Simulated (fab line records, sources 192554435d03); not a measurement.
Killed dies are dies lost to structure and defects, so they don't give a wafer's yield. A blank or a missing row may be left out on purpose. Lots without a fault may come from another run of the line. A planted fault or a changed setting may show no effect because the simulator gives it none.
fab line records | flow n5_finfet
record lots=6 wafers=18 last_day=18
route steps=1938 shown MOL_CONTACT_COAG@630 BEOL_M0_SAQP@632 BEOL_M4@1111 PASSIVATION@1936
lots that met no fault: from a run of the same line without faults
start_h: hours from the record's first day to the start of the lot's first wafer shown | wait_h: hours since the lot's step before | " the same as in the row above | L1.1+2: a row that stands for several wafers | - no value, or no start given | * or withheld: withheld | < > ~ a bound
route shown NAME@n: a module of which the file shows steps, and the number in the route of the first | usual: mean/standard deviation of fault-free wafers | same: alike in all rows | chamber/n: place in a boat | sites: the reading at each site | _std_site: their standard deviation | _edge_site: outer sites' mean less inner sites' | radius_mm: how far each site lies from the wafer's centre | mask NAME#n: copy n | behind: the tool/chamber that last shaped the wafer | hold: why the lot was held/for how many hours/how that ended | device: the transistor (n, p or np) that didn't switch | end of line: the same wafers' tests at the end of the route | a step without rows: its recipe alone | killed: dies lost to structure and defects at the first sort, not the wafer's yield | map: a wafer's dies, x killed, . not, _ none there
set.NAME: the setting as run; set.NAME@STEP: as run at that earlier step | model.NAME: the simulator's own value behind a step, which no gauge read
lots at some steps of the route; a table a step, a row a wafer
services: from which hour (start_h, from the record's first day; less than 0 if before it) a tool's chamber was out of use, for how many hours, and why
## steps
# step N5_MOL_CONTACT_COAG_INSPECT_97
# recipe inspect_instrument=darkfield mode=post_anneal
# usual raw_defect_count=40/15
# columns lot.wafer tool chamber start_h wait_h raw_defect_count
L312.1 defect_inspect-01 - 121.42 0.0 31
L312.2 " - " " 22
L312.4 " - " " 19
L321.1 defect_inspect-01 - 172.47 0.0 55
L321.4 " - " " 51
L321.6 " - " " 56
L328.1 defect_inspect-02 - 212.76 0.0 49
L328.4 " - " " 104
L328.5 " - " " 71
L330.2 defect_inspect-02 - 233.54 0.0 30
L330.3 " - " " 26
L330.4 " - " " 17
L332.3 defect_inspect-02 - 239.56 0.1 42
L332.4 " - " " 40
L332.6 " - " " 34
L333.1 defect_inspect-02 - 244.42 0.0 38
L333.4 " - " " 19
L333.6 " - " " 34
# step N5_BEOL_M0_SAQP_PECVD_00
# recipe material=SiCN target_thk_a=80 temp_c=withheld precursor=3MS/NH3 pressure_torr=3 rf_w=202 time_s=14
# usual showerhead_plenum_p_Torr=3.660/0.011 showerhead_vpp_V=862/31 throttle_valve_pct=9.1/0.66
# same time_s=14
# columns lot.wafer tool chamber start_h wait_h showerhead_plenum_p_Torr showerhead_vpp_V throttle_valve_pct
L312.1 pecvd-01 0 121.75 0.2 3.659 878 9.6
L312.2 " 2 " " 3.645 828 8.8
L312.4 " 2 " " 3.642 824 8.7
L321.1 pecvd-04 0 172.80 0.2 3.669 900 9.2
L321.4 " 1 " " 3.678 891 10.1
L321.6 " 2 " " 3.656 871 9.2
L328.1 pecvd-04 0 213.09 0.2 3.679 915 9.3
L328.4 " 0 " " 3.667 930 9.6
L328.5 " 0 " " 3.664 916 9.1
L330.2 pecvd-01 2 233.85 0.2 3.645 814 8.6
L330.3 " 1 " " 3.663 822 8.3
L330.4 " 2 " " 3.655 833 8.4
L332.3 pecvd-04 2 239.85 0.1 3.657 873 8.6
L332.4 " 0 " " 3.663 912 9.5
L332.6 " 1 " " 3.678 885 9.8
L333.1 pecvd-01 1 244.77 0.2 3.674 827 8.3
L333.4 " 1 " " 3.657 833 8.4
L333.6 " 2 " " 3.642 813 8.4
# step N5_BEOL_M0_SAQP_ILD_DEP_01
# recipe material=SiOC target_thk_a=454.19 temp_c=350 precursor=DEMS/O2 pressure_torr=5 rf_w=500 time_s=8.7
# usual heater_power_w=541/83 showerhead_plenum_p_Torr=5.690/0.013 showerhead_vpp_V=1360/51 throttle_valve_pct=12.0/0.84
# same time_s=8.7
# columns lot.wafer tool chamber start_h wait_h heater_power_w showerhead_plenum_p_Torr showerhead_vpp_V throttle_valve_pct
L312.1 pecvd-01 0 121.77 0.0 495 5.688 1382 12.3
L312.2 " 2 " " 479 5.667 1309 11.4
L312.4 " 2 " " 469 5.680 1319 11.5
L321.1 pecvd-04 0 172.83 0.0 600 5.697 1426 12.3
L321.4 " 1 " " 679 5.700 1410 13.3
L321.6 " 2 " " 627 5.684 1370 12.3
L328.1 pecvd-04 0 213.13 0.0 523 5.697 1439 12.6
L328.4 " 0 " " 530 5.703 1415 12.3
L328.5 " 0 " " 525 5.691 1446 12.3
L330.2 pecvd-01 2 233.88 0.0 443 5.670 1310 11.4
L330.3 " 1 " " 664 5.689 1299 11.1
L330.4 " 2 " " 439 5.671 1282 11.4
L332.3 pecvd-04 2 239.88 0.0 584 5.687 1358 11.2
L332.4 " 0 " " 619 5.707 1429 12.3
L332.6 " 1 " " 686 5.708 1403 13.4
L333.1 pecvd-01 1 244.79 0.0 627 5.688 1299 11.1
L333.4 " 1 " " 634 5.703 1318 10.9
L333.6 " 2 " " 463 5.681 1300 11.5
# step N5_BEOL_M0_SAQP_HM_DEP_02
# recipe material=TiN target_thk_a=120 temp_c=25 chamber_pressure_pa=0.49996
# step N5_BEOL_M0_SAQP_PECVD_03
# recipe material=SiCN target_thk_a=120 temp_c=withheld precursor=3MS/NH3 pressure_torr=3 rf_w=202 time_s=21.1
# step N5_BEOL_M0_SAQP_PECVD_96
# recipe material=a-Si target_thk_a=450 temp_c=350 precursor=SiH4/He pressure_torr=3 rf_w=100 time_s=45.2
# step N5_BEOL_M0_SAQP_PECVD_97
# recipe material=SiNx target_thk_a=230 temp_c=350 precursor=SiH4/NH3/N2 pressure_torr=1.5 rf_w=300 time_s=19.9
# usual heater_power_w=600/80 showerhead_plenum_p_Torr=5.12/0.041 showerhead_vpp_V=1057/31 throttle_valve_pct=40.9/2.5
# same time_s=19.9
# columns lot.wafer tool chamber start_h wait_h heater_power_w showerhead_plenum_p_Torr showerhead_vpp_V throttle_valve_pct
L312.1 pecvd-04 0 123.61 0.0 698 5.16 1109 40.8
L312.2 " 1 " " 637 5.19 1105 44.6
L312.4 " 0 " " 691 5.16 1108 41.1
L321.1 pecvd-01 2 173.17 0.0 524 5.03 1022 37.8
L321.4 " 2 " " 528 5.02 1002 37.8
L321.6 " 1 " " 689 5.12 1006 36.1
L328.1 pecvd-03 0 214.42 0.0 490 5.12 1043 41.2
L328.4 " 2 " " 474 5.10 1039 39.4
L328.5 " 1 " " 579 5.14 1079 44.1
L330.2 pecvd-04 0 234.64 0.0 696 5.16 1129 41.7
L330.3 " 2 " " 682 5.09 1057 37.7
L330.4 " 1 " " 736 5.20 1100 44.2
L332.3 pecvd-01 1 241.60 0.0 699 5.11 988 36.2
L332.4 " 1 " " 726 5.12 1000 36.1
L332.6 " 0 " " 588 5.10 1054 42.2
L333.1 pecvd-04 1 246.16 0.0 742 5.19 1101 44.3
L333.4 " 0 " " 655 5.16 1101 41.6
L333.6 " 2 " " 629 5.09 1060 37.8
# step N5_BEOL_M0_SAQP_PECVD_04
# recipe material=a-Si target_thk_a=600 temp_c=350 precursor=SiH4/He pressure_torr=3 rf_w=100 time_s=60.2
# usual heater_power_w=671/79 showerhead_plenum_p_Torr=5.66/0.031 showerhead_vpp_V=611/18 throttle_valve_pct=18.6/1.1
# same time_s=60.2
# columns lot.wafer tool chamber start_h wait_h heater_power_w showerhead_plenum_p_Torr showerhead_vpp_V throttle_valve_pct
L312.1 pecvd-04 0 123.64 0.0 768 5.68 637 18.4
L312.2 " 1 " " 697 5.71 624 20.4
L312.4 " 0 " " 763 5.68 644 18.8
L321.1 pecvd-01 2 173.21 0.0 511 5.59 578 17.0
L321.4 " 2 " " 525 5.58 590 17.1
L321.6 " 1 " " 789 5.65 590 16.2
L328.1 pecvd-03 0 214.46 0.0 589 5.66 602 18.6
L328.4 " 2 " " 629 5.64 608 18.0
L328.5 " 1 " " 707 5.68 617 20.2
L330.2 pecvd-04 0 234.68 0.0 773 5.66 643 19.0
L330.3 " 2 " " 743 5.62 616 17.3
L330.4 " 1 " " 736 5.72 619 20.2
L332.3 pecvd-01 1 241.64 0.0 735 5.66 586 16.5
L332.4 " 1 " " 732 5.66 584 16.5
L332.6 " 0 " " 570 5.64 630 19.5
L333.1 pecvd-04 1 246.20 0.0 725 5.70 635 20.1
L333.4 " 0 " " 700 5.68 642 19.4
L333.6 " 2 " " 719 5.62 606 17.4
# step N5_BEOL_M0_SAQP_THK_MEAS_05
# usual thk_nm=60.1/0.78
# columns lot.wafer tool chamber start_h wait_h thk_nm
L312.1 film_metro-02 - 123.74 0.1 58.5
L312.2 " - " " 59.4
L312.4 " - " " 59.9
L321.1 film_metro-02 - 173.30 0.1 59.7
L321.4 " - " " 59.9
L321.6 " - " " 60.5
L328.1 film_metro-02 - 214.56 0.1 60.2
L328.4 " - " " 61.0
L328.5 " - " " 60.0
L330.2 film_metro-01 - 234.92 0.2 58.6
L330.3 " - " " 58.7
L330.4 " - " " 59.6
L332.3 film_metro-02 - 241.74 0.1 59.6
L332.4 " - " " 59.7
L332.6 " - " " 59.5
L333.1 film_metro-02 - 246.29 0.1 60.3
L333.4 " - " " 60.1
L333.6 " - " " 59.9
# step N5_BEOL_M0_SAQP_HM_DEP_111
# recipe material=SiO2 target_thk_a=120 temp_c=400 precursor=SiH4/N2O pressure_torr=0.75 rf_w=275 time_s=7.2
# usual heater_power_w=864/110 showerhead_plenum_p_Torr=8.11/0.099 showerhead_vpp_V=1013/37
# same time_s=7.2
# columns lot.wafer tool chamber start_h wait_h heater_power_w showerhead_plenum_p_Torr showerhead_vpp_V
L312.1 pecvd-03 1 123.78 0.0 957 8.16 1025
L312.2 " 2 " " 813 8.08 992
L312.4 " 1 " " 962 8.18 1008
L321.1 pecvd-04 2 173.34 0.0 960 8.06 1019
L321.4 " 2 " " 967 8.09 1006
L321.6 " 0 " " 907 8.20 1061
L328.1 pecvd-01 0 214.59 0.0 829 8.07 1022
L328.4 " 2 " " 711 7.94 955
L328.5 " 0 " " 817 8.06 1035
L330.2 pecvd-04 1 234.96 0.0 1028 8.25 1064
L330.3 " 2 " " 882 8.03 1016
L330.4 " 2 " " 885 8.05 1015
L332.3 pecvd-04 0 241.78 0.0 994 8.20 1067
L332.4 " 0 " " 983 8.22 1068
L332.6 " 1 " " 928 8.27 1041
L333.1 pecvd-04 1 246.33 0.0 912 8.26 1050
L333.4 " 1 " " 938 8.23 1056
L333.6 " 0 " " 943 8.17 1071
# step N5_BEOL_M0_SAQP_COAT_81
# recipe resist=SOC temp_c=250 time_s=60 spin_rpm=1500 resist_thk_nm=100
# step N5_BEOL_M0_SAQP_COAT_82
# recipe resist=SiARC temp_c=220 time_s=60 spin_rpm=1500 resist_thk_nm=30
# usual run_length_s=66.2/0.32
# columns lot.wafer tool chamber start_h wait_h run_length_s
L312.1 litho_track-05 0 123.86 - 66.6
L312.2 " 0 " " 66.7
L312.4 " 0 " " 66.6
L321.1 litho_track-02 0 173.42 - 66.2
L321.4 " 0 " " 66.3
L321.6 " 0 " " 66.1
L328.1 litho_track-05 0 214.67 - 78.2
L328.4 " 0 " " 78.1
L328.5 " 0 " " 78.3
L330.2 litho_track-05 0 235.03 - 78.4
L330.3 " 0 " " 78.4
L330.4 " 0 " " 78.1
L332.3 litho_track-02 0 241.86 - 66.1
L332.4 " 0 " " 66.2
L332.6 " 0 " " 66.2
L333.1 litho_track-03 0 246.41 - 65.9
L333.4 " 0 " " 65.7
L333.6 " 0 " " 65.7
# step N5_BEOL_M0_SAQP_COAT_08
# recipe resist=CAR-ArF spin_rpm=1500 resist_thk_nm=90
# step N5_BEOL_M4_RC_MEAS_101
# usual DIBL_N=36.0/1.8 DIBL_P=36.3/2.4 IOFF_N=0.16/0.035 IOFF_P=0.21/0.036 ION_N=673/13 ION_P=461/7.2 SS_N=71.4/0.6 SS_P=73.2/0.7 VT_N=250/4 VT_P=-250.9/2.9
# columns lot.wafer tool chamber start_h wait_h DIBL_N[mV/V] DIBL_P[mV/V] IOFF_N[nA/um] IOFF_P[nA/um] ION_N[uA/um] ION_P[uA/um] SS_N[mV/dec] SS_P[mV/dec] VT_N[mV] VT_P[mV]
L312.1 prober-01 0 191.19 0.0 37.9 40.6 0.20 0.27 688 469 71.1 73.8 248 -247.2
L312.2 " 0 " " 37.4 39.3 0.19 0.25 693 477 71.5 74.7 248 -248.0
L312.4 " 0 " " 35.5 36.9 0.16 0.20 670 467 70.9 72.8 251 -250.3
L321.1 prober-01 0 227.24 0.0 35.5 36.2 0.13 0.20 670 459 70.3 73.5 254 -251.5
L321.4 " 0 " " 38.4 39.8 0.18 0.28 664 463 71.5 73.8 253 -247.4
L321.6 " 0 " " 36.6 36.9 0.13 0.22 661 456 70.8 73.2 253 -249.7
L328.1 prober-01 0 286.61 0.0 37.3 38.7 0.16 0.25 677 468 71.8 73.3 252 -250.9
L328.4 " 0 " " 36.5 35.5 0.14 0.19 660 448 71.7 73.0 255 -250.3
L328.5 " 0 " " 35.4 34.9 0.12 0.18 648 452 71.3 72.5 254 -251.1
L330.2 prober-02 0 287.13 0.2 34.3 33.6 0.12 0.17 654 458 70.7 72.4 253 -252.0
L330.3 " 0 " " 37.3 36.4 0.17 0.21 680 460 71.5 73.5 248 -250.0
L330.4 " 0 " " 34.4 33.1 0.11 0.16 662 458 70.4 72.9 253 -258.8
L333.1 prober-01 0 318.29 0.0 38.7 38.4 0.19 0.24 686 467 72.1 73.6 246 -247.2
L333.4 " 0 " " 39.2 37.3 0.19 0.22 676 459 71.9 74.3 248 -250.4
L333.6 " 0 " " 38.1 37.2 0.17 0.22 672 456 72.2 73.8 247 -249.7
L332.3 prober-02 0 320.03 0.3 35.2 35.6 0.13 0.19 652 459 70.8 73.2 253 -253.7
L332.4 " 0 " " 35.7 35.4 0.13 0.19 677 464 71.1 72.7 252 -252.5
L332.6 " 0 " " 36.8 38.2 0.16 0.23 671 462 71.4 73.4 250 -249.5
# step N5_PASSIVATION_PROBE_49
# usual defect_limited_yield=91.2/1.4 killed_at_M0_to_M3=35/11 killed_at_M4_up=14/5.6 killed_at_contacts=12/5.6 killed_at_front_end=38/11 killed_at_other=4/3.4 killed_dies=103/17 killed_open=68/12 killed_short=33/8.8 sort_bin_5_function=5.1/0.89 sort_bin_6_memory=3.3/0.71 sort_n_pass=1077/17 sort_yield_pct=91.2/1.4
# same gross_dies=1180 killed_at_back_side=0 sort_bin_4_leakage[%]=0 sort_bin_8_speed[%]=0
# columns lot.wafer tool chamber start_h wait_h defect_limited_yield[%] killed_at_M0_to_M3 killed_at_M4_up killed_at_contacts killed_at_front_end killed_at_other killed_dies killed_open killed_short sort_bin_5_function[%] sort_bin_6_memory[%] sort_n_pass sort_yield_pct[%]
L321.1 prober-01 - 335.17 0.0 89.5 47 25 15 29 8 124 76 41 5.8 4.0 1056 89.5
L321.4 prober-01 - 335.32 0.2 92.2 33 12 9 34 4 92 70 20 4.9 2.7 1088 92.2
L321.6 prober-01 - 335.42 0.3 90.8 44 5 11 45 4 109 73 36 4.9 4.2 1071 90.8
L328.1 prober-01 - 401.65 0.0 91.3 49 10 16 25 3 103 77 26 4.5 4.0 1077 91.3
L328.4 prober-01 - 401.80 0.2 91.7 46 16 14 22 0 98 55 43 4.6 3.1 1082 91.7
L328.5 prober-01 - 401.85 0.2 93.1 29 15 7 27 3 81 51 28 3.6 2.9 1099 93.1
# killed by level:class
L321.1 MOL_CONTACT_COAG:geometric_particle:open=12 BEOL_M2:geometric_particle:open=12 BEOL_M4:geometric_particle:short=11 BEOL_M1:geometric_particle:open=10 BEOL_M3:geometric_particle:open=8 BEOL_M0_SAQP:geometric_particle:open=7 BEOL_M0_SAQP:geometric_particle:short=6 FIN_SAQP:geometric_particle:short=4
L321.4 FIN_SAQP:geometric_particle:open=14 BEOL_M1:geometric_particle:open=9 BEOL_M3:geometric_particle:open=9 MOL_CONTACT_COAG:geometric_particle:open=8 STI_FIN_REVEAL:geometric_particle:open=5 BEOL_M3:geometric_particle:short=4 BEOL_M2:geometric_particle:open=4 BEOL_M4:geometric_particle:open=4
L321.6 BEOL_M3:geometric_particle:open=12 FIN_SAQP:geometric_particle:open=9 BEOL_M0_SAQP:geometric_particle:open=9 BEOL_M1:geometric_particle:open=9 MOL_CONTACT_COAG:geometric_particle:open=8 STI_FIN_REVEAL:geometric_particle:open=6 ILD0:geometric_particle:open=6 BEOL_M0_SAQP:geometric_particle:short=6
L328.1 MOL_CONTACT_COAG:geometric_particle:open=14 BEOL_M0_SAQP:geometric_particle:open=13 BEOL_M3:geometric_particle:open=12 FIN_SAQP:geometric_particle:open=7 BEOL_M0_SAQP:geometric_particle:short=7 BEOL_M4:geometric_particle:open=6 BEOL_M1:geometric_particle:open=5 STI_FIN_REVEAL:geometric_particle:open=4
L328.4 BEOL_M0_SAQP:geometric_particle:short=20 MOL_CONTACT_COAG:geometric_particle:open=9 BEOL_M0_SAQP:geometric_particle:open=7 BEOL_M2:geometric_particle:open=7 GATE_CUT:geometric_particle:short=6 MOL_CONTACT_COAG:geometric_particle:short=5 BEOL_M2:geometric_particle:short=5 BEOL_M4:geometric_particle:open=5
L328.5 GATE_CUT:geometric_particle:short=10 BEOL_M3:geometric_particle:open=8 BEOL_M4:geometric_particle:open=8 MOL_CONTACT_COAG:geometric_particle:open=7 BEOL_M0_SAQP:geometric_particle:short=7 BEOL_M2:geometric_particle:open=4 BEOL_M1:geometric_particle:open=4 FIN_SAQP:geometric_particle:short=3
## services
# columns tool chamber start_h hours kind
pecvd-01 - 115.27 1.3 repair
pecvd-03 - 116.11 6.0 pm
pecvd-01 0 160.15 4.4 repair
pecvd-03 2 170.54 5.2 repair
litho_track-03 - 176.23 - consumable_replace:filter
litho_track-02 - 188.10 - consumable_replace:filter
pecvd-01 - 190.93 2.6 repair
pecvd-04 2 202.38 - clean
pecvd-04 2 202.38 - consumable_replace:showerhead
pecvd-04 2 202.38 29.0 scheduled_down
pecvd-04 2 202.38 29.0 vent_cycle
pecvd-03 1 241.93 22.3 repair
## key
first_sign step=N5_BEOL_M0_SAQP_COAT_82 reading=run_length_s direction=up sigmas=38 usual=* struck=*
effect none on later readings
met_at N5_BEOL_M0_SAQP_COAT_82
struck_wafers L328.1,L328.4,L328.5,L330.2,L330.3,L330.4
onset_between 123.86 214.67
fault kind=process_parameter_drift tool=litho_track-05 chamber=- onset_h=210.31 steps=N5_BEOL_M0_SAQP_COAT_82 channel=time_s offset=* shape=step end_h=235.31 acts_in=* stated=*
